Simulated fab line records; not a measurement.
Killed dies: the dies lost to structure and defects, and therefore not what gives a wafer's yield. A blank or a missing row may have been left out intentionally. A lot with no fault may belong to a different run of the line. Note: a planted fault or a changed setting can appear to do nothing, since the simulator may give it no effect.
Struck lot and sound lot, side by side + flow n5_finfet + 12 out of 1938 route steps
Sound: wafers L812.1, L812.4, L812.5. Struck: wafer L828.6 (left out: L828.3, L828.5 of the same lot, which were not struck); the cause appears at the end.
Per side, at each step with rows, come the tool, then ch with its chambers, and then its first start. Under that, the readings that differ: sound wafers + struck wafers + difference of the means + sigmas: that difference in standard deviations of wafers without a fault.
alike: same words and numbers on both sides, and readings whose means sit less than 2 such deviations apart. not compared: any withheld reading, any reading some wafer has no value for, any bound like >300 that may hide the same value, and any number with overlapping values for which the record gives no deviation.
A row with sigmas, a row that says differs or no value, or rows on one side alone: a step with any of these is where the two part. Numbers that don't overlap but have no deviation are shown without sigmas and don't part them. A reading missing from all wafers of one side parts the sides only when that side holds two or more wafers.

first, 9 steps without rows for these wafers: N5_BEOL_M3_DEVELOP_27 (develop time 30 s); N5_BEOL_M3_DESCUM_33 (chemistry O2, time 7 s); N5_BEOL_M3_ETCH_77 (etches underlayer in N2/H2, target depth 6.5 nm, time 5.2 s); N5_BEOL_M3_ETCH_69 (etches SiARC in CF4, target depth 15.6 nm, time 26 s); N5_BEOL_M3_ALD_98 (deposits SiO2, target thk 2.5 nm, pulse time 1 s, co reactant pulse time 1 s); N5_BEOL_M3_ETCHBACK_99 (etches SiO2 in CHF3, target depth 5 nm, time 10.4 s); N5_BEOL_M3_ETCH_70 (etches SOC in N2/H2, target depth 80 nm, overetch 16 nm, time 120 s); N5_BEOL_M3_STRIP_71 (strips in N2/H2); N5_BEOL_M3_STRIP_78 (strips in N2/H2).
N5_BEOL_M3_VIA_ETCH_34: etches the open film in C4F6/O2, target depth 69.4 nm, time 65.9 s.
  sound on rie_diel-01 ch 2,3, day 8 18:22; struck on rie_diel-06 ch 3, day 12 22:23
| reading                                  | sound             | struck | difference | sigmas |
|------------------------------------------|-------------------|--------|------------|--------|
| oes_product_au (a.u.)                    | 0.76 0.69 0.76    | 1.23   | +0.49      | +6     |
| model.etch.depth_nm (nm)                 | 67.44 67.75 67.24 | 106.2  | +38.7      |        |
| model.SOC_of_BEOL_M3_COAT_67.thk_nm (nm) | 52 51.8 52        | 47.4   | -4.5       |        |
  alike: chamber_pressure_mTorr, drypump_motor_current_A, rf_vpp_V, showerhead_plenum_p_Torr, throttle_valve_pct
  not compared: rf_hours_counter_h
then, 1 step without rows for these wafers: N5_BEOL_M3_STRIP_83 (strips in C4F6/O2).
N5_BEOL_M4_RC_MEAS_101:
  sound on prober-02 ch 0, day 9 22:43; struck on prober-01 ch 0, day 13 15:34
  alike: DIBL_N, DIBL_P, IOFF_N, IOFF_P, ION_N, ION_P, SS_N, SS_P, VT_N, VT_P

WHERE THEY PART
Within this record, at N5_BEOL_M3_VIA_ETCH_34 only. Later steps at which nothing parts them and some readings are alike: N5_BEOL_M4_RC_MEAS_101.

WHY: what the simulator had put in
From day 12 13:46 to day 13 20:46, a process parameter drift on rie_diel-06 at N5_BEOL_M3_VIA_ETCH_34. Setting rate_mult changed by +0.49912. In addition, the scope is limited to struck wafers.
